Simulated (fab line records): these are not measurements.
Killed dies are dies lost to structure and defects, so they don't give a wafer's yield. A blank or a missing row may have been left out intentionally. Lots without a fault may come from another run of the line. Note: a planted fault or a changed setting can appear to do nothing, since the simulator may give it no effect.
Which tool did it? | flow n5_finfet | 9 lots, 27 wafers sampled, at 7 steps of a route of 1938

== WHAT THE GAUGES READ, wafer by wafer ==
N5_BEOL_M4_RS_MEAS_58: uses a four-point probe to measure.
lot  | measured     | on            | M4_RS (ohm/sq)
L408 | day 10 21:52 | film_metro-01 | 0.635 0.666 0.657
L409 | day 11 10:10 | film_metro-02 | 0.775 0.768 0.801
L410 | day 11 16:50 | film_metro-02 | 0.771 0.770 0.785
L416 | day 14 23:25 | film_metro-02 | 0.698 0.674 0.711
L417 | day 15 10:26 | film_metro-01 | 0.688 0.683 0.689
L425 | day 16 08:09 | film_metro-01 | 0.707 0.658 0.679
L421 | day 16 16:14 | film_metro-02 | 0.731 0.665 0.713
L422 | day 17 01:18 | film_metro-02 | 0.663 0.658 0.660
L423 | day 17 07:17 | film_metro-01 | 0.690 0.664 0.647

N5_BEOL_M4_RC_MEAS_101.
lot  | measured     | on        | COMB_M4_max_site (S/m)           | DIBL_N (mV/V)  | DIBL_P (mV/V)  | IOFF_N (nA/um)    | IOFF_P (nA/um)    | ION_N (uA/um) | ION_P (uA/um) | SS_N (mV/dec)  | SS_P (mV/dec)  | VT_N (mV)         | VT_P (mV)
L408 | day 10 22:22 | prober-01 | 9.3e-11 1.08e-10 8.3e-11         | 37.2 36.5 35.9 | 37.1 36.6 35.2 | 0.172 0.161 0.140 | 0.244 0.243 0.227 | 676 672 669   | 472 467 469   | 71.9 71.8 71.0 | 73.9 73.0 72.7 | 248.4 247.0 252.1 | -244.4 -247.3 -248.4
L409 | day 11 10:13 | prober-01 | ~0.0014286 ~0.0014286 ~0.0014286 | 36.3 34.8 36.3 | 36.4 33.7 35.6 | 0.166 0.135 0.171 | 0.199 0.167 0.199 | 684 677 691   | 462 463 465   | 71.2 71.3 71.8 | 73.6 72.6 73.6 | 248.7 252.9 248.2 | -252.6 -251.8 -250.2
L410 | day 11 17:12 | prober-01 | ~0.0014286 7.8e-11 ~0.0014286    | 38.0 37.0 37.8 | 36.8 36.1 36.5 | 0.165 0.151 0.166 | 0.207 0.196 0.200 | 667 676 680   | 454 456 455   | 71.7 70.8 71.3 | 73.4 72.4 73.5 | 248.1 249.1 249.3 | -253.2 -252.9 -253.1
L416 | day 14 23:47 | prober-01 | 9e-11 9.7e-11 6.5e-11            | 34.7 36.8 35.3 | 33.6 35.7 34.6 | 0.137 0.175 0.146 | 0.184 0.211 0.197 | 666 667 665   | 458 453 458   | 70.4 71.2 70.7 | 72.8 73.8 73.1 | 250.3 248.7 248.0 | -251.3 -250.6 -250.7
L417 | day 15 10:38 | prober-01 | 5.8e-11 8.7e-11 9.8e-11          | 36.8 34.9 37.2 | 37.0 35.0 37.4 | 0.144 0.116 0.153 | 0.238 0.204 0.250 | 663 650 665   | 460 455 460   | 72.3 71.6 72.1 | 73.7 72.6 73.7 | 251.8 257.1 251.9 | -247.6 -250.4 -248.8
L425 | day 16 08:40 | prober-01 | 1.14e-10 9.9e-11 8.1e-11         | 34.9 34.3 34.9 | 37.6 36.8 36.6 | 0.168 0.150 0.157 | 0.241 0.235 0.232 | 668 673 665   | 470 472 465   | 70.4 71.7 71.8 | 73.3 73.1 72.6 | 247.3 249.5 251.7 | -247.3 -244.4 -248.7
L421 | day 16 16:17 | prober-01 | 1.23e-10 7.1e-11 1e-10           | 36.3 36.7 35.7 | 36.6 36.6 35.8 | 0.168 0.178 0.158 | 0.226 0.231 0.221 | 687 688 690   | 470 471 471   | 71.9 71.6 71.9 | 73.7 74.1 73.8 | 247.1 243.7 247.6 | -248.9 -246.9 -246.9
L422 | day 17 01:21 | prober-02 | 7.5e-11 7.9e-11 5.1e-11          | 38.3 37.5 36.9 | 37.3 35.8 35.6 | 0.176 0.154 0.149 | 0.236 0.206 0.204 | 677 680 669   | 462 465 457   | 71.2 71.6 71.5 | 73.9 73.1 73.6 | 245.9 252.5 250.5 | -248.3 -249.6 -249.6
L423 | day 17 07:20 | prober-02 | 1.44e-10 9e-11 9e-11             | 36.7 37.0 35.8 | 36.8 37.5 35.6 | 0.160 0.168 0.143 | 0.218 0.219 0.199 | 677 684 665   | 467 468 463   | 71.3 70.9 71.3 | 73.0 72.6 73.0 | 248.6 249.9 249.8 | -247.3 -248.5 -250.6

== TOOL THAT RAN EACH LOT (tool first, then ch and the chambers of the sampled wafers, then the start) ==
lot  | N5_BEOL_M4_SPUTTER_90        | N5_BEOL_M4_ANNEAL_95         | N5_BEOL_M4_ANNEAL_51             | N5_BEOL_M4_CMP_52             | N5_BEOL_M4_CO_CAP_55
L408 | pvd_sputter-01, day 10 20:09 | pvd_sputter-01, day 10 20:40 | rtp_anneal-01 ch 0, day 10 21:08 | cmp-02 ch 1,2,3, day 10 21:25 | cvd_co-02 ch 0,1,2, day 10 21:43
L409 | pvd_sputter-01, day 11 08:26 | pvd_sputter-01, day 11 08:58 | rtp_anneal-01, day 11 09:17      | cmp-03 ch 0,1,3, day 11 09:35 | cvd_co-02 ch 1,2, day 11 09:58
L410 | pvd_sputter-02, day 11 14:59 | pvd_sputter-02, day 11 15:30 | rtp_anneal-01, day 11 16:04      | cmp-04 ch 0,1, day 11 16:16   | cvd_co-01 ch 1,2, day 11 16:39
L416 | pvd_sputter-02, day 14 21:30 | pvd_sputter-02, day 14 22:01 | rtp_anneal-01 ch 0, day 14 22:38 | cmp-03 ch 1,2,3, day 14 22:58 | cvd_co-02 ch 0,2, day 14 23:13
L417 | pvd_sputter-03, day 15 08:44 | pvd_sputter-03, day 15 09:15 | rtp_anneal-02 ch 0, day 15 09:38 | cmp-04 ch 0,2,3, day 15 09:57 | cvd_co-02 ch 0,1, day 15 10:15
L425 | pvd_sputter-02, day 16 06:10 | pvd_sputter-02, day 16 06:41 | rtp_anneal-01 ch 0, day 16 07:17 | cmp-04 ch 0,1, day 16 07:35   | cvd_co-01 ch 0,1,2, day 16 08:00
L421 | pvd_sputter-01, day 16 14:31 | pvd_sputter-01, day 16 15:02 | rtp_anneal-01 ch 0, day 16 15:23 | cmp-02 ch 0,2,3, day 16 15:41 | cvd_co-02 ch 0,1,2, day 16 16:03
L422 | pvd_sputter-01, day 16 23:35 | pvd_sputter-01, day 17 00:07 | rtp_anneal-01 ch 0, day 17 00:27 | cmp-02 ch 0,3, day 17 00:45   | cvd_co-02 ch 1,2, day 17 01:07
L423 | pvd_sputter-02, day 17 05:29 | pvd_sputter-02, day 17 06:01 | rtp_anneal-01 ch 0, day 17 06:25 | cmp-04 ch 0,1,2, day 17 06:46 | cvd_co-02 ch 0,1, day 17 07:06
- N5_BEOL_M4_SPUTTER_90: material Cu, target thk 4.5 nm, time 8.29 s.
- N5_BEOL_M4_ANNEAL_95: time 240 s.
- N5_BEOL_M4_ANNEAL_51: time 90 s.
- N5_BEOL_M4_CMP_52: polishes, stops on SiOC, t overpolish 6.8 s, target thk 40 nm.
- N5_BEOL_M4_CO_CAP_55: material Co, precursor CCTBA/H2, target thk 2 nm, time 102.1 s.

== AS READ BY THE TOOLS THEMSELVES (means over the sampled wafers that have a number; for cases with no such wafer, the mark the record gives instead) ==
N5_BEOL_M4_SPUTTER_90.
lot  | tool           | throttle_valve_pct (%)
L408 | pvd_sputter-01 | 29.4
L409 | pvd_sputter-01 | 30.2
L410 | pvd_sputter-02 | 29.2
L416 | pvd_sputter-02 | 29.7
L417 | pvd_sputter-03 | 29.2
L425 | pvd_sputter-02 | 29.5
L421 | pvd_sputter-01 | 29.2
L422 | pvd_sputter-01 | 29.5
L423 | pvd_sputter-02 | 29.9

N5_BEOL_M4_ANNEAL_95.
lot  | tool           | heater_power_w (W) | susceptor_temp_C (C)
L408 | pvd_sputter-01 | 792                | 400.03
L409 | pvd_sputter-01 | 749                | 399.83
L410 | pvd_sputter-02 | 792                | 399.91
L416 | pvd_sputter-02 | 836                | 400.15
L417 | pvd_sputter-03 | 827                | 399.62
L425 | pvd_sputter-02 | 814                | 400.07
L421 | pvd_sputter-01 | 786                | 400.02
L422 | pvd_sputter-01 | 773                | 400.20
L423 | pvd_sputter-02 | 823                | 400.11

N5_BEOL_M4_ANNEAL_51.
lot  | tool          | anneal_temp_c (C) | anneal_temp_c_max | wafer_temp_C_max
L408 | rtp_anneal-01 | 224.79            | 226.2             | 226.3
L409 | rtp_anneal-01 | -                 | -                 | -
L410 | rtp_anneal-01 | -                 | -                 | -
L416 | rtp_anneal-01 | 224.80            | 226.4             | 225.9
L417 | rtp_anneal-02 | 225.10            | 226.2             | 226.2
L425 | rtp_anneal-01 | 224.98            | 226.7             | 225.9
L421 | rtp_anneal-01 | 225.01            | 226.7             | 226.5
L422 | rtp_anneal-01 | 224.96            | 226.9             | 226.3
L423 | rtp_anneal-01 | 225.07            | 226.7             | 226.2

N5_BEOL_M4_CMP_52.
lot  | tool   | barrier_field_endpoint_s (s) | motor_current_A (A) | overpolish_run_s (s) | time_to_endpoint_s (s)
L408 | cmp-02 | 26.2                         | 6.0                 | 6.805                | 69.8
L409 | cmp-03 | 29.6                         | 6.4                 | 6.795                | 80.8
L410 | cmp-04 | 29.7                         | 6.3                 | 6.802                | 80.5
L416 | cmp-03 | 24.4                         | 6.0                 | 6.805                | 60.1
L417 | cmp-04 | 25.6                         | 6.0                 | 6.802                | 65.1
L425 | cmp-04 | 25.4                         | 6.0                 | 6.797                | 63.6
L421 | cmp-02 | 24.6                         | 5.9                 | 6.796                | 61.8
L422 | cmp-02 | 24.3                         | 5.7                 | 6.792                | 61.1
L423 | cmp-04 | 24.8                         | 6.3                 | 6.812                | 63.3

N5_BEOL_M4_CO_CAP_55.
lot  | tool      | heater_power_w (W)
L408 | cvd_co-02 | 258
L409 | cvd_co-02 | 255
L410 | cvd_co-01 | 235
L416 | cvd_co-02 | 275
L417 | cvd_co-02 | 239
L425 | cvd_co-01 | 232
L421 | cvd_co-02 | 258
L422 | cvd_co-02 | 263
L423 | cvd_co-02 | 243

== THE ANSWER, worked out from the rows above alone ==
Rule: the lots themselves supply what counts as usual. The widest of any qualifying gaps counts: lots, ordered by their means at a reading, are off when they make up no more than a third of the lots, leave a main group of 4 or more, and stand apart from it by 3 or more times the standard deviation of that group's means. A main group is skipped when, at the precision printed for the reading in the tables above, its means are all equal. Also off: a lot with no number at a reading for which 4 or more lots have one. The other lots that the step has rows for count as sound. First the gauges in route order, then the tools' own readings, where a lot's mean is used as printed above. At the first step where some lot is off, the reading lying furthest off is the one used; lots without a number count as furthest.
Off: L409, L410, seen at N5_BEOL_M4_RS_MEAS_58 (M4_RS). For the main group the mean is 0.678 ohm/sq and the standard deviation 0.017.
A tool fits if, at a process step before that reading, it ran every lot that is off, and no sound lot after the first of them. Not tried: the gauges at N5_BEOL_M4_RS_MEAS_58; whatever is off there is also off at N5_BEOL_M4_ANNEAL_51, on other tools, and gauge error can't account for it. None of those tried fits.

== WHAT WAS PUT IN BY THE SIMULATOR ==
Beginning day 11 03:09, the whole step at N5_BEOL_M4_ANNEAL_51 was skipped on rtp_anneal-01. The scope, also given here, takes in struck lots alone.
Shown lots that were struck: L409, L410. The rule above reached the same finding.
